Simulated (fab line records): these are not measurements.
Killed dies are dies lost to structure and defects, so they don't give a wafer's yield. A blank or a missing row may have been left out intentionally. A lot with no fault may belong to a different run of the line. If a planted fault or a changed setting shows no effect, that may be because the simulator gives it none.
A struck lot beside a sound one | flow nandHarc | 15 out of 1159 route steps
Sound: these wafers, L207.2, L207.4, L207.6. Wafers struck: L195.1, L195.2, L195.5. Last of all comes the cause.
At each step with rows: each side's tool, then ch and its chambers, then its first start. Under that, the readings that differ: sound wafers | struck wafers | difference of the means | sigmas: that difference in standard deviations of wafers without a fault.
alike: readings with means less than 2 such deviations apart, plus words and numbers identical on both sides. not compared: withheld readings, readings lacking a value on some wafer, bounds such as >300 that could conceal the same value, and numbers that have no deviation in the record and whose values overlap.
A row with sigmas, a row that says differs or no value, or rows on one side alone: a step with any of these is where the two part. Non-overlapping numbers with no deviation appear without sigmas and do not part them. Lack of a reading on every wafer of one side parts them only where that side has two or more wafers.

first, 7 steps without rows for these wafers: NHARC_P_GATE_HMDS_19 (time 30 s); NHARC_P_GATE_COAT_20 (resist thk 90 nm); NHARC_P_GATE_SOFTBAKE_21 (time 55 s); NHARC_P_GATE_EBR_22; NHARC_P_GATE_EXPOSE_23 (exposes mask P GATE, target cd 120 nm); NHARC_P_GATE_PEB_24 (peb time 65 s); NHARC_P_GATE_DEVELOP_25 (develop time 35 s).
NHARC_P_GATE_CD_MEAS_26: the cd target is 120 nm.
  sound on cdSem-01 ch 0, day 9 09:57; struck on cdSem-01 ch 0, day 6 19:55
  alike: cdNm
NHARC_P_GATE_OVL_MEAS_27:
  sound: overlay-01 at day 9 10:02; struck: overlay-01 at day 6 20:01
  alike: overlayXNm, overlayYNm
NHARC_P_GATE_INSPECT_28:
  sound: defectInspect-02 at day 9 10:04; struck: defectInspect-02 at day 6 20:02
  alike: rawDefectCount
NHARC_P_GATE_DESCUM_31: chemistry O2, time 3 s.
  sound on rieDiel-02 ch 0,1,2, day 9 10:09; struck on rieDiel-02 ch 0,2,3, day 6 20:06
  alike: drypumpMotorCurrentA, oesProductAu, rfVppV, showerheadPlenumPTorr, throttleValvePct
  not compared: rfHoursCounterH
NHARC_P_GATE_ETCH_104: etches the open film in CF4/CHF3, target depth 60 nm.
  sound on rieDiel-02 ch 0,2, day 9 10:13; struck on rieDiel-02 ch 2,3, day 6 20:11
  alike: drypumpMotorCurrentA, oesProductAu, rfVppV, showerheadPlenumPTorr, throttleValvePct
NHARC_P_GATE_HM_OPEN_105: chemistry O2/COS, target depth 360 nm.
  sound on rieDiel-02 ch 0,1,3, day 9 10:00; struck on rieDiel-02 ch 0,2, day 6 20:00
  no value came back on the struck wafers for any of 7 readings (biasW (W), chamberPressureMTorr (mTorr) and others); on the sound wafers biasW (W) reads 299.2 300.0 301.1
  not compared: rfHoursCounterH
then, 1 step without rows for these wafers: NHARC_P_GATE_STRIP_106 (strips in O2/COS).
-- jump in the record: it breaks off in module P_GATE and resumes in module END (first step shown: number 1159 of the route), and 15 days separate the struck wafers' starts before and after --
NHARC_END_SORT_01:
  sound on prober-01 ch 0, day 24 11:32; struck on prober-01 ch 0, day 21 12:52
reading           | sound    | struck      | difference | sigmas
killedAtPeriphery | 6 1 4    | 641 640 639 | +636       | +99 or more
killedDies        | 39 33 31 | 677 677 677 | +643       | +58
  alike: killedAtArray, killedAtOther, killedOpen, killedShort

## WHERE THEY PART
Earliest at NHARC_P_GATE_HM_OPEN_105; latest, in this record, at NHARC_END_SORT_01.

WHY: what had been put in by the simulator
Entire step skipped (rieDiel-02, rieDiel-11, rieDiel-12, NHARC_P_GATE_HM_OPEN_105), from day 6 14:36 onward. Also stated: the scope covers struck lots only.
